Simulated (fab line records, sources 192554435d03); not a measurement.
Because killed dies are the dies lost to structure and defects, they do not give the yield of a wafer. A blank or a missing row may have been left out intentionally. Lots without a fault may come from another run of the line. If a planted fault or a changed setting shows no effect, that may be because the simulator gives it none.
A single fault, viewed from 3 desks    flow n5 finfet    only its own numbers are on each desk; what lay behind them is given at the end

AT THE METROLOGY DESK
Lot by lot, what the gauges showed, no matter which tool ran the lot: averages of those sampled wafers that carry a number. If a lot's mean is further than 4 standard deviations from the usual mean, the lot is out of limits and carries the mark OUT (the distance appears in the brackets). Only the readings that lie furthest out on some lot appear, 7 of the 11 it has.
Columns: A = cd nm at N5_WELL_APT_CD_MEAS_25, usual 200.6 nm; B = IOFF_N at N5_BEOL_M4_RC_MEAS_101, usual 0.17 nA/um; C = ION_N at N5_BEOL_M4_RC_MEAS_101, usual 673 uA/um; D = ION_P at N5_BEOL_M4_RC_MEAS_101, usual 462 uA/um; E = SS_N at N5_BEOL_M4_RC_MEAS_101, usual 71.7 mV/dec; F = VT_N at N5_BEOL_M4_RC_MEAS_101, usual 250 mV; G = VT_P at N5_BEOL_M4_RC_MEAS_101, usual -250 mV
lot   first seen here  A      B     C    D    E     F    G
L296  day 1 20:46      197.7  0.20  671  459  71.8  248  -250
L298  day 2 08:59      199.9  0.15  669  465  71.5  251  -248
L299  day 2 14:59      201.6  0.12  648  445  71.0  257  -253
L300  day 2 21:37      201.5  0.15  665  453  71.5  252  -254
L304  day 3 21:00      199.7  0.17  674  474  71.7  247  -244
L305  day 4 02:58      204.3  0.13  655  453  71.0  254  -252
L306  day 4 08:49      201.1  0.17  684  466  71.7  248  -250
L307  day 4 14:58      202.4  0.16  666  462  71.2  250  -249
L311  day 5 14:59      201.4  0.14  667  464  70.7  250  -250
L316  day 6 21:02      201.5  0.17  680  468  71.5  249  -248
This desk's verdict: no lot among the 10 shows anything out of limits.

THE DEFECT DESK
For each lot, the counts of the inspections along the route, averaged over the sampled wafers that have a number. If a lot's mean is further than 4 standard deviations from the usual mean, the lot is out of limits and carries the mark OUT (the distance appears in the brackets).
Columns: A = raw defect count at N5_START_INSPECT_01, usual 5.6
lot   first seen here  A
L296  day 1 18:02      6.7
L298  day 2 06:02      5.3
L299  day 2 12:02      4.3
L300  day 2 18:02      4.3
L304  day 3 18:02      5.0
L305  day 4 00:02      6.0
L306  day 4 06:02      4.3
L307  day 4 12:02      5.3
L311  day 5 12:02      7.0
L316  day 6 18:02      7.7
This desk's verdict: no lot among the 10 shows anything out of limits.

FOR THE TOOL OWNER'S DESK: implanter-01
N5_WELL_APT_IMPLANT_15, tool's own readings: per-lot mean of the sampled wafers with a number, covering each lot this tool ran. If a lot's mean is further than 4 standard deviations from the usual mean, the lot is out of limits and carries the mark OUT (the distance appears in the brackets).
Columns: A = dose ions cm2 at N5_WELL_APT_IMPLANT_15, usual 1.4999e+13; B = faraday current uA at N5_WELL_APT_IMPLANT_15, usual 190; C = rotation deg at N5_WELL_APT_IMPLANT_15, usual -0.001 degrees
lot   first seen here  A                             B               C
L296  day 1 20:02      1.4996e+13                    193             0.011
L298  day 2 08:04      1.4978e+13                    194             0.023
L300  day 2 20:51      1.5001e+13                    189             0.026
L304  day 3 20:07      1.7408e+13 (+99 or more) OUT  218 (+7.7) OUT  0.008
L306  day 4 08:03      1.7370e+13 (+99 or more) OUT  219 (+8.1) OUT  0.022
L307  day 4 14:09      1.7375e+13 (+99 or more) OUT  220 (+8.4) OUT  -0.003
This desk finds L304, L306, L307 out of limits, L304 being first, at day 3 20:07 (dose ions cm2 at N5_WELL_APT_IMPLANT_15). Within limits: L296, L298, L300.

BROUGHT TOGETHER
On L304, L306, L307, at day 3 20:07, an alarm was possible from the tool owner's desk.
At the metrology desk, nothing out of limits was observed.
Nothing the defect desk looked at was out of limits.
The metrology desk has L304, L306, L307 on record, within its limits.
The defect desk has L304, L306, L307 on record, within its limits.
All the named lots went through N5_WELL_APT_IMPLANT_15 on implanter-01.

WHAT THE SIMULATOR HAD PUT IN
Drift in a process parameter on implanter-01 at N5_WELL_APT_IMPLANT_15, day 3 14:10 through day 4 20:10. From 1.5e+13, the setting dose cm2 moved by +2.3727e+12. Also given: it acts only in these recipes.
Lots struck among those shown: L304, L306, L307.
Hours from the fault's start to each desk's first reading out of limits: the tool owner's desk, 6.
